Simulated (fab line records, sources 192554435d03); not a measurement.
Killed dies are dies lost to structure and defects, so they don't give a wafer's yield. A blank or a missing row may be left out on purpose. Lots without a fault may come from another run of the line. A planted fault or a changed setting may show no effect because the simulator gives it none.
Problem report in the 8D (eight disciplines) form, filled by code | flow n5_finfet | the parts of the form that need people (team, actions taken, sign-off) are left out

1. THE PROBLEM
temp_c at N5_STI_FIN_REVEAL_RECESS_09 reads a mean of 28.60 C on 12 wafers of 4 lots; wafers without a fault read 30.00 C with a standard deviation of 0.11. That is -13 standard deviations from the usual mean.
The step: chemistry HF/NH3, target SiO2, afs cycles 11, target depth 42.5 nm, sublimation time 60 s.
First seen on wafer L613.2, day 3 23:35, on vapor_etch-01. The record holds 36 wafers of 12 lots with a number at this step. Rule for "out", or "out of limits": more than 4 standard deviations from the usual mean. The other wafers with a number count as sound.

2. WHAT IT IS AND WHAT IT IS NOT
question                    | is                     | is not
which readings at this step | temp_c                 | drypump_motor_current_A
which lots                  | L613, L614, L616, L618 | L608, L609, L611, L612, L617, L619, L621, L625
which wafers of those lots  | all that have a number | -
read on which tools         | vapor_etch-01          | vapor_etch-02
when                        | from day 3 23:35       | up to then (12 sound wafers); but 12 sound wafers of L617, L619, L621, L625 came after

3. SUSPECTS, AND WHAT RULES EACH OUT
Counting: a tool at a process step up to the reading stays a suspect if it ran every lot that is out and no sound lot after the first of them.
- vapor_etch-01 at N5_STI_FIN_REVEAL_RECESS_09 (chemistry HF/NH3, target SiO2, afs cycles 11, target depth 42.5 nm, sublimation time 60 s): kept. It ran every lot that is out, first L613 (day 3 23:35), and no sound lot after that; its last sound lot up to then is L612 (day 3 17:55). Its own readings are out on those wafers: temp_c.
Left after counting: vapor_etch-01 at N5_STI_FIN_REVEAL_RECESS_09.

4. THE CAUSE (what the simulator had put in)
Process parameter drift: vapor_etch-01, from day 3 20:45 on, at N5_STI_FIN_REVEAL_RECESS_09. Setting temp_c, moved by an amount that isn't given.
Counting left only this tool.

5. THE CHAIN OF EFFECTS, in route order
Each row: a reading whose mean over the struck wafers that have a number lies more than 3 standard deviations from the usual. Only readings for which the record gives a usual standard deviation are gone through. hours: the time from each lot's start at the first step in this table that gives one to its start at this step, as a median over the lots. sigmas: the change in usual standard deviations.
hours | step                        | reading | usual   | on struck wafers | change | sigmas
0     | N5_STI_FIN_REVEAL_RECESS_09 | temp_c  | 30.00 C | 28.60            | -1.40  | -13
The process steps in it:
- N5_STI_FIN_REVEAL_RECESS_09: chemistry HF/NH3, target SiO2, afs cycles 11, target depth 42.5 nm, sublimation time 60 s.

6. WHAT WOULD HAVE CAUGHT IT SOONER
In this record the first reading out of limits was taken at day 3 23:35, 3 hours after the fault began at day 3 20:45.
